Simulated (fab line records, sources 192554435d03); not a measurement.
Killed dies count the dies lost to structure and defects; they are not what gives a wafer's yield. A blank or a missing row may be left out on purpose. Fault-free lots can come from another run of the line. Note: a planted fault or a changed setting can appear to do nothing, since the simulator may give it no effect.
Which tool was responsible? :: flow n5 finfet :: 11 lots, 33 wafers sampled, at 3 steps of a route of 1938

== WHAT THE GAUGES READ, wafer by wafer ==
N5_BEOL_M11_CD_MEAS_28: the cd target is 70 nm.
lot: L075
measured: day 11 09:49
on: cd sem-02
cd nm (nm): 70.3 70.6 73.0

lot: L077
measured: day 11 20:14
on: cd sem-01
cd nm (nm): 71.4 70.5 71.0

lot: L079
measured: day 12 07:35
on: cd sem-02
cd nm (nm): 74.0 72.2 71.7

lot: L081
measured: day 13 00:12
on: cd sem-02
cd nm (nm): 69.2 69.1 67.9

lot: L084
measured: day 13 13:00
on: cd sem-02
cd nm (nm): 68.9 68.6 67.6

lot: L087
measured: day 14 12:04
on: cd sem-02
cd nm (nm): 70.4 68.3 68.7

lot: L086
measured: day 14 12:28
on: cd sem-03
cd nm (nm): 71.0 72.1 71.1

lot: L091
measured: day 14 22:56
on: cd sem-01
cd nm (nm): 70.5 71.9 69.2

lot: L092
measured: day 15 11:30
on: cd sem-02
cd nm (nm): 68.5 69.9 70.3

lot: L094
measured: day 16 00:45
on: cd sem-03
cd nm (nm): 70.0 68.6 71.2

lot: L097
measured: day 17 05:19
on: cd sem-03
cd nm (nm): 68.9 69.2 70.3

== EACH LOT AND THE TOOL THAT RAN IT (in order: tool; ch and the chambers of the sampled wafers; start) ==
lot: L075
N5_BEOL_M11_ETCH_62: rie diel-02 ch 0,2, day 11 07:35
N5_BEOL_M11_HM_OPEN_17: rie metal-01 ch 0,1, day 11 07:49

lot: L077
N5_BEOL_M11_ETCH_62: rie diel-04 ch 0,2,3, day 11 18:56
N5_BEOL_M11_HM_OPEN_17: rie metal-01 ch 1, day 11 19:07

lot: L079
N5_BEOL_M11_ETCH_62: rie diel-02 ch 1,3, day 12 02:37
N5_BEOL_M11_HM_OPEN_17: rie metal-02 ch 0,1, day 12 02:50

lot: L081
N5_BEOL_M11_ETCH_62: rie diel-04 ch 0,1, day 12 23:05
N5_BEOL_M11_HM_OPEN_17: rie metal-03 ch 0,1, day 12 23:21

lot: L084
N5_BEOL_M11_ETCH_62: rie diel-04 ch 0,1, day 13 08:55
N5_BEOL_M11_HM_OPEN_17: rie metal-01 ch 0,1, day 13 09:11

lot: L087
N5_BEOL_M11_ETCH_62: rie diel-06 ch 1,2, day 14 08:46
N5_BEOL_M11_HM_OPEN_17: rie metal-03 ch 0, day 14 08:59

lot: L086
N5_BEOL_M11_ETCH_62: rie diel-04 ch 2,3, day 14 09:39
N5_BEOL_M11_HM_OPEN_17: rie metal-01 ch 0,1, day 14 09:50

lot: L091
N5_BEOL_M11_ETCH_62: rie diel-06 ch 0,2, day 14 19:26
N5_BEOL_M11_HM_OPEN_17: rie metal-03 ch 0,1, day 14 19:38

lot: L092
N5_BEOL_M11_ETCH_62: rie diel-04 ch 0,1, day 15 10:31
N5_BEOL_M11_HM_OPEN_17: rie metal-03 ch 0,1, day 15 10:43

lot: L094
N5_BEOL_M11_ETCH_62: rie diel-04 ch 0,1,2, day 15 23:31
N5_BEOL_M11_HM_OPEN_17: rie metal-02 ch 0,1, day 15 23:40

lot: L097
N5_BEOL_M11_ETCH_62: rie diel-02 ch 1,3, day 17 01:07
N5_BEOL_M11_HM_OPEN_17: rie metal-02 ch 0,1, day 17 01:19
- N5_BEOL_M11_ETCH_62: etches SOC in N2/H2, target depth 110 nm, overetch 22 nm, time 165 s.
- N5_BEOL_M11_HM_OPEN_17: chemistry Cl2/BCl3, target TiN, target depth 20 nm, overetch 6 nm.

== THE ANSWER, worked out from the rows above alone ==
Rule: the lots themselves supply what counts as usual. The widest of any qualifying gaps counts: lots, ordered by their means at a reading, are off when they make up no more than a third of the lots, leave a main group of 4 or more, and stand apart from it by 3 or more times the standard deviation of that group's means. Not used: any main group whose means are identical at the precision the tables above print for the reading. A lot without any number at a reading at which 4 lots or more have one is off too. Any other lot the step has rows for is counted as sound.
Across all readings shown, no lot is off: no conclusion can be drawn from this.

== WHAT THE SIMULATOR PUT IN ==
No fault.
